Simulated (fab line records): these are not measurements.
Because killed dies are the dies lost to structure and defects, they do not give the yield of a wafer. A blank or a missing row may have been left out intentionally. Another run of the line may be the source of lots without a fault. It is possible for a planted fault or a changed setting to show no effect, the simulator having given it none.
Which tool did it? | flow n5Finfet | 69 wafers from 23 lots sampled at 5 of the route's 1938 steps

## WHAT THE GAUGES SHOWED, per wafer
N5_BEOL_M8_CD_MEAS_28: target cd 40 nm. Usual: cdNm at 40.01 nm, with a standard deviation of 0.23.
lot  | measured     | on       | cdNm (nm)         | flag
L074 | day 9 19:55  | cdSem-01 | 39.82 39.87 40.21 | 
L075 | day 10 02:03 | cdSem-01 | 40.29 39.86 39.97 | 
L077 | day 10 03:01 | cdSem-02 | 40.11 39.94 39.98 | 
L076 | day 10 06:28 | cdSem-01 | 39.76 39.88 39.70 | 
L078 | day 11 08:32 | cdSem-01 | 40.09 39.86 39.79 | 
L079 | day 11 08:29 | cdSem-02 | 39.75 40.09 39.67 | 
L080 | day 11 21:29 | cdSem-02 | 40.05 40.22 40.04 | 
L081 | day 11 22:20 | cdSem-02 | 40.39 40.30 40.17 | 
L082 | day 11 21:26 | cdSem-01 | 40.04 40.08 40.06 | 
L085 | day 12 07:07 | cdSem-01 | 39.88 40.44 39.86 | 
L083 | day 12 12:49 | cdSem-02 | 40.22 40.17 39.85 | 
L087 | day 12 16:49 | cdSem-01 | 40.05 40.20 40.07 | 
L086 | day 12 18:35 | cdSem-03 | 40.12 40.28 39.76 | 
L088 | day 13 04:14 | cdSem-02 | 39.29 39.92 39.77 | 
L089 | day 13 10:16 | cdSem-01 | 39.89 40.26 40.18 | 
L090 | day 14 00:49 | cdSem-02 | 40.06 39.98 39.60 | 
L092 | day 14 10:38 | cdSem-03 | 39.79 40.21 39.82 | 
L091 | day 14 10:49 | cdSem-03 | 40.34 39.78 39.80 | 
L093 | day 14 19:11 | cdSem-03 | 40.51 40.10 40.30 | 
L094 | day 15 02:31 | cdSem-03 | 39.82 40.13 40.13 | 
L097 | day 15 13:26 | cdSem-01 | 40.27 40.28 39.94 | 
L096 | day 15 17:44 | cdSem-03 | 39.93 39.65 39.49 | 
L095 | day 15 17:55 | cdSem-03 | 40.12 40.19 39.57 | 

N5_BEOL_M9_CD_MEAS_28: target cd 70 nm. Usual: cdNm at 70.06 nm, with a standard deviation of 0.26.
lot  | measured     | on       | cdNm (nm)         | flag
L074 | day 10 02:46 | cdSem-01 | 70.14 70.00 70.18 | 
L075 | day 10 08:28 | cdSem-01 | 70.21 70.36 70.33 | 
L077 | day 10 12:33 | cdSem-01 | 69.93 69.94 69.52 | 
L076 | day 10 15:53 | cdSem-03 | 69.97 70.24 69.76 | 
L078 | day 11 21:31 | cdSem-03 | 70.47 69.68 69.98 | 
L079 | day 11 21:22 | cdSem-01 | 69.65 70.17 69.57 | 
L080 | day 12 06:16 | cdSem-02 | 69.94 70.02 69.64 | 
L081 | day 12 06:36 | cdSem-01 | 70.05 70.08 70.03 | 
L082 | day 12 04:31 | cdSem-03 | 69.83 70.60 70.43 | 
L085 | day 12 14:41 | cdSem-03 | 69.78 69.97 70.38 | 
L083 | day 12 19:26 | cdSem-02 | 70.41 70.11 70.51 | 
L087 | day 12 23:08 | cdSem-02 | 70.14 70.09 70.53 | 
L086 | day 13 04:16 | cdSem-01 | 70.00 70.28 70.00 | 
L088 | day 13 13:23 | cdSem-01 | 70.38 70.40 69.85 | 
L089 | day 13 17:16 | cdSem-01 | 70.30 70.21 69.99 | 
L090 | day 14 10:24 | cdSem-03 | 70.02 70.10 69.93 | 
L092 | day 14 19:02 | cdSem-02 | 70.37 70.23 70.09 | 
L091 | day 14 19:14 | cdSem-02 | 69.68 70.07 69.64 | 
L093 | day 15 04:33 | cdSem-02 | 70.37 69.94 70.40 | 
L094 | day 15 13:22 | cdSem-02 | 70.63 70.72 69.67 | 
L097 | day 15 22:27 | cdSem-01 | 70.32 70.23 70.04 | 
L096 | day 16 03:17 | cdSem-01 | 70.02 70.23 70.22 | 
L095 | day 16 03:39 | cdSem-01 | 69.98 70.00 69.72 | 

## WHAT TOOL EACH LOT RAN ON (gives the tool, then ch and the chambers of the sampled wafers, and finally the start)
lot  | N5_BEOL_M8_PECVD_70             | N5_BEOL_M8_DESCUM_33              | N5_BEOL_M8_STRIP_36
L074 | pecvd-03 ch 0,1,2, day 9 17:07  | rieDiel-06 ch 0,1,3, day 9 20:01  | rieDiel-06 ch 0,1,3, day 9 20:16
L075 | pecvd-03 ch 0,1, day 9 23:04    | rieDiel-02 ch 0,1, day 10 02:10   | rieDiel-02 ch 0,1, day 10 02:25
L077 | pecvd-04 ch 1,2, day 10 00:21   | rieDiel-06 ch 0,1,2, day 10 03:08 | rieDiel-06 ch 0,1,2, day 10 03:22
L076 | pecvd-02 ch 1,2, day 10 02:05   | rieDiel-03 ch 0,1, day 10 06:43   | rieDiel-03 ch 0,1, day 10 06:57
L078 | pecvd-04 ch 0,1, day 11 03:33   | rieDiel-03 ch 0,3, day 11 08:58   | rieDiel-03 ch 0,3, day 11 09:12
L079 | pecvd-02 ch 1,2, day 11 04:26   | rieDiel-06 ch 0,2,3, day 11 08:37 | rieDiel-06 ch 0,2,3, day 11 08:50
L080 | pecvd-04 ch 0,1,2, day 11 14:13 | rieDiel-02 ch 0,1,3, day 11 22:22 | rieDiel-02 ch 0,1,3, day 11 22:36
L081 | pecvd-02 ch 0,1, day 11 14:20   | rieDiel-06 ch 0,1,3, day 11 22:44 | rieDiel-06 ch 0,1,3, day 11 22:58
L082 | pecvd-03 ch 0,1, day 11 15:42   | rieDiel-02 ch 1,2, day 11 21:50   | rieDiel-02 ch 1,2, day 11 22:04
L085 | pecvd-03 ch 0,1,2, day 12 04:45 | rieDiel-02 ch 0,1, day 12 07:14   | rieDiel-02 ch 0,1, day 12 07:28
L083 | pecvd-03 ch 1,2, day 12 09:14   | rieDiel-02 ch 0,2,3, day 12 12:56 | rieDiel-02 ch 0,2,3, day 12 13:10
L087 | pecvd-04 ch 1,2, day 12 12:10   | rieDiel-02 ch 1,2, day 12 17:13   | rieDiel-02 ch 1,2, day 12 17:27
L086 | pecvd-03 ch 0,2, day 12 15:21   | rieDiel-06 ch 0,1,3, day 12 18:42 | rieDiel-06 ch 0,1,3, day 12 18:56
L088 | pecvd-02 ch 0,2, day 12 21:35   | rieDiel-03 ch 1,2, day 13 04:21   | rieDiel-03 ch 1,2, day 13 04:35
L089 | pecvd-02 ch 0,2, day 13 03:10   | rieDiel-02 ch 0,2, day 13 10:23   | rieDiel-02 ch 0,2, day 13 10:38
L090 | pecvd-02 ch 1,2, day 13 22:22   | rieDiel-02 ch 1,3, day 14 01:28   | rieDiel-02 ch 1,3, day 14 01:42
L092 | pecvd-04 ch 0,1,2, day 14 05:01 | rieDiel-02 ch 0,2,3, day 14 10:47 | rieDiel-02 ch 0,2,3, day 14 11:01
L091 | pecvd-04 ch 0,1,2, day 14 05:03 | rieDiel-06 ch 0,2,3, day 14 11:08 | rieDiel-06 ch 0,2,3, day 14 11:22
L093 | pecvd-02 ch 1,2, day 14 15:42   | rieDiel-06 ch 0,1,2, day 14 19:56 | rieDiel-06 ch 0,1,2, day 14 20:11
L094 | pecvd-04 ch 0,2, day 14 22:29   | rieDiel-03 ch 0,2,3, day 15 02:58 | rieDiel-03 ch 0,2,3, day 15 03:11
L097 | pecvd-03 ch 2, day 15 07:14     | rieDiel-06 ch 2,3, day 15 13:33   | rieDiel-06 ch 2,3, day 15 13:47
L096 | pecvd-02 ch 0,2, day 15 10:47   | rieDiel-03 ch 1,2,3, day 15 18:13 | rieDiel-03 ch 1,2,3, day 15 18:26
L095 | pecvd-03 ch 1,2, day 15 10:56   | rieDiel-03 ch 0,1,3, day 15 18:37 | rieDiel-03 ch 0,1,3, day 15 18:50
- N5_BEOL_M8_PECVD_70: deposits SiO2 from TEOS/O2, target thk 20 nm, time 22.7 s.
- N5_BEOL_M8_DESCUM_33: chemistry O2, time 7 s.
- N5_BEOL_M8_STRIP_36: strips in N2/H2.

## AS READ BY THE TOOLS THEMSELVES (means over the sampled wafers that have a number; for cases with no such wafer, the mark the record gives instead)
N5_BEOL_M8_PECVD_70. Usual: heaterPowerW 734 W, standard deviation 120; showerheadPlenumPTorr 8.80 Torr, standard deviation 0.047; showerheadVppV 1315 V, standard deviation 58; throttleValvePct 21.9 %, standard deviation 0.87.
lot  | tool     | heaterPowerW (W) | showerheadPlenumPTorr (Torr) | showerheadVppV (V) | throttleValvePct (%) | flag
L074 | pecvd-03 | 714              | 8.84                         | 1354               | 21.7                 | 
L075 | pecvd-03 | 637              | 8.82                         | 1417               | 21.6                 | 
L077 | pecvd-04 | 588              | 8.75                         | 1349               | 22.0                 | 
L076 | pecvd-02 | 769              | 8.80                         | 1253               | 21.0                 | 
L078 | pecvd-04 | 701              | 8.80                         | 1311               | 22.4                 | 
L079 | pecvd-02 | 750              | 8.79                         | 1231               | 21.3                 | 
L080 | pecvd-04 | 659              | 8.76                         | 1329               | 22.3                 | 
L081 | pecvd-02 | 781              | 8.80                         | 1288               | 22.4                 | 
L082 | pecvd-03 | 610              | 8.82                         | 1375               | 22.2                 | 
L085 | pecvd-03 | 752              | 8.83                         | 1370               | 21.4                 | 
L083 | pecvd-03 | 836              | 8.86                         | 1306               | 21.8                 | 
L087 | pecvd-04 | 591              | 8.78                         | 1337               | 22.4                 | 
L086 | pecvd-03 | 702              | 8.86                         | 1386               | 20.9                 | 
L088 | pecvd-02 | 798              | 8.78                         | 1283               | 20.9                 | 
L089 | pecvd-02 | 820              | 8.79                         | 1260               | 20.9                 | 
L090 | pecvd-02 | 787              | 8.80                         | 1244               | 22.2                 | 
L092 | pecvd-04 | 629              | 8.75                         | 1314               | 22.3                 | 
L091 | pecvd-04 | 683              | 8.78                         | 1312               | 22.3                 | 
L093 | pecvd-02 | 757              | 8.79                         | 1242               | 21.3                 | 
L094 | pecvd-04 | 581              | 8.74                         | 1314               | 22.2                 | 
L097 | pecvd-03 | 880              | 8.89                         | 1282               | 21.3                 | 
L096 | pecvd-02 | 819              | 8.78                         | 1283               | 21.1                 | 
L095 | pecvd-03 | 751              | 8.83                         | 1347               | 22.4                 | 

N5_BEOL_M8_DESCUM_33. Usual: chamberPressureMTorr 20.000 mTorr, standard deviation 0.018; drypumpMotorCurrentA 5.6 A, standard deviation 0.51; oesProductAu 0.78 a.u., standard deviation 0.052; rfVppV 243.0 V, standard deviation 1.3; showerheadPlenumPTorr 2.08 Torr, standard deviation 0.062; throttleValvePct 20.45 %, standard deviation 0.23.
lot  | tool       | chamberPressureMTorr (mTorr) | drypumpMotorCurrentA (A) | oesProductAu (a.u.) | rfVppV (V) | showerheadPlenumPTorr (Torr) | throttleValvePct (%) | flag
L074 | rieDiel-06 | 19.999                       | 5.9                      | 0.79                | 242.5      | 2.06                         | 20.61                | 
L075 | rieDiel-02 | 20.001                       | 5.3                      | 0.76                | 242.1      | 2.06                         | 20.46                | 
L077 | rieDiel-06 | 19.998                       | 5.5                      | 0.79                | 242.4      | 2.02                         | 20.50                | 
L076 | rieDiel-03 | 19.999                       | 5.9                      | 0.86                | 244.2      | 2.16                         | 20.13                | 
L078 | rieDiel-03 | 19.989                       | 5.8                      | 0.76                | 243.8      | 2.12                         | 20.12                | 
L079 | rieDiel-06 | 19.990                       | 6.1                      | 0.80                | 242.9      | 2.05                         | 20.49                | 
L080 | rieDiel-02 | 19.999                       | 5.3                      | 0.76                | 243.7      | 2.09                         | 20.52                | 
L081 | rieDiel-06 | 19.998                       | 5.9                      | 0.76                | 242.6      | 2.05                         | 20.63                | 
L082 | rieDiel-02 | 20.006                       | 5.0                      | 0.83                | 242.9      | 2.03                         | 20.49                | 
L085 | rieDiel-02 | 20.008                       | 5.1                      | 0.78                | 242.2      | 2.04                         | 20.45                | 
L083 | rieDiel-02 | 20.006                       | 5.3                      | 0.77                | 243.6      | 2.09                         | 20.61                | 
L087 | rieDiel-02 | 19.996                       | 5.1                      | 0.83                | 242.5      | 2.03                         | 20.58                | 
L086 | rieDiel-06 | 19.998                       | 5.9                      | 0.76                | 243.0      | 2.05                         | 20.65                | 
L088 | rieDiel-03 | 20.001                       | 6.0                      | 0.83                | 243.9      | 2.12                         | 20.19                | 
L089 | rieDiel-02 | 20.004                       | 5.2                      | 0.78                | 242.4      | 2.04                         | 20.63                | 
L090 | rieDiel-02 | 20.001                       | 5.3                      | 0.76                | 242.8      | 2.13                         | 20.59                | 
L092 | rieDiel-02 | 19.993                       | 5.3                      | 0.75                | 243.4      | 2.09                         | 20.63                | 
L091 | rieDiel-06 | 20.015                       | 6.1                      | 0.77                | 242.8      | 2.04                         | 20.53                | 
L093 | rieDiel-06 | 20.007                       | 5.5                      | 0.75                | 242.0      | 2.01                         | 20.58                | 
L094 | rieDiel-03 | 19.999                       | 5.7                      | 0.77                | 243.5      | 2.13                         | 20.12                | 
L097 | rieDiel-06 | 20.008                       | 6.2                      | 0.75                | 243.2      | 2.07                         | 20.61                | 
L096 | rieDiel-03 | 19.989                       | 5.9                      | 0.77                | 244.1      | 2.10                         | 20.18                | 
L095 | rieDiel-03 | 20.010                       | 5.9                      | 0.76                | 243.3      | 2.13                         | 20.18                | 

N5_BEOL_M8_STRIP_36. Usual: chamberPressureMTorr 20.00 mTorr, standard deviation 0.031; drypumpMotorCurrentA 5.6 A, standard deviation 0.51; oesProductAu 0.78 a.u., standard deviation 0.054; rfVppV 59.2 V, standard deviation 1.5; showerheadPlenumPTorr 2.52 Torr, standard deviation 0.073; throttleValvePct 23.6 %, standard deviation 0.36.
lot  | tool       | chamberPressureMTorr (mTorr) | drypumpMotorCurrentA (A) | oesProductAu (a.u.) | rfVppV (V) | showerheadPlenumPTorr (Torr) | throttleValvePct (%) | flag
L074 | rieDiel-06 | 19.97                        | 5.9                      | 0.78                | 59.6       | 2.48                         | 23.8                 | 
L075 | rieDiel-02 | 20.01                        | 5.3                      | 0.75                | 58.8       | 2.51                         | 23.8                 | 
L077 | rieDiel-06 | 20.01                        | 5.5                      | 0.78                | 59.2       | 2.44                         | 23.5                 | 
L076 | rieDiel-03 | 20.01                        | 5.9                      | 0.85                | 59.9       | 2.61                         | 23.2                 | 
L078 | rieDiel-03 | 19.97                        | 5.8                      | 0.77                | 58.7       | 2.58                         | 23.5                 | 
L079 | rieDiel-06 | 20.02                        | 6.1                      | 0.79                | 59.9       | 2.49                         | 23.7                 | 
L080 | rieDiel-02 | 19.97                        | 5.3                      | 0.76                | 59.1       | 2.54                         | 23.7                 | 
L081 | rieDiel-06 | 19.99                        | 5.9                      | 0.77                | 59.8       | 2.48                         | 23.8                 | 
L082 | rieDiel-02 | 20.00                        | 5.1                      | 0.84                | 58.8       | 2.47                         | 23.9                 | 
L085 | rieDiel-02 | 20.03                        | 5.2                      | 0.78                | 60.6       | 2.49                         | 23.8                 | 
L083 | rieDiel-02 | 20.00                        | 5.3                      | 0.76                | 58.5       | 2.54                         | 23.9                 | 
L087 | rieDiel-02 | 19.98                        | 5.1                      | 0.83                | 59.1       | 2.48                         | 24.1                 | 
L086 | rieDiel-06 | 20.01                        | 5.9                      | 0.77                | 57.9       | 2.47                         | 23.8                 | 
L088 | rieDiel-03 | 19.99                        | 5.9                      | 0.83                | 58.7       | 2.57                         | 23.3                 | 
L089 | rieDiel-02 | 20.02                        | 5.2                      | 0.79                | 60.4       | 2.49                         | 24.2                 | 
L090 | rieDiel-02 | 20.02                        | 5.3                      | 0.75                | 58.6       | 2.57                         | 23.6                 | 
L092 | rieDiel-02 | 19.99                        | 5.3                      | 0.75                | 59.1       | 2.54                         | 23.9                 | 
L091 | rieDiel-06 | 20.00                        | 6.1                      | 0.78                | 58.8       | 2.48                         | 23.7                 | 
L093 | rieDiel-06 | 20.00                        | 5.5                      | 0.75                | 58.8       | 2.42                         | 23.6                 | 
L094 | rieDiel-03 | 20.00                        | 5.7                      | 0.77                | 59.3       | 2.57                         | 23.3                 | 
L097 | rieDiel-06 | 19.97                        | 6.2                      | 0.74                | 60.0       | 2.51                         | 23.9                 | 
L096 | rieDiel-03 | 19.99                        | 5.9                      | 0.77                | 59.2       | 2.54                         | 23.4                 | 
L095 | rieDiel-03 | 20.01                        | 5.9                      | 0.76                | 60.7       | 2.57                         | 23.4                 | 

## THE ANSWER, worked out from the rows above alone
Rule: lot off if the mean of its wafers having a number is beyond 3 standard deviations from the usual mean. Also off: a lot with no number at a reading for which 4 or more lots have one. The other lots that the step has rows for count as sound. The gauges are gone through in route order, then the tools' own readings, and for those a lot's mean is taken as printed above. The first step at which some lot is off is used, and at that step the reading that is off furthest; a lot without a number counts as furthest.
None of the lots is off at any reading shown; this tells nothing.

## WHAT THE SIMULATOR HAD INSERTED
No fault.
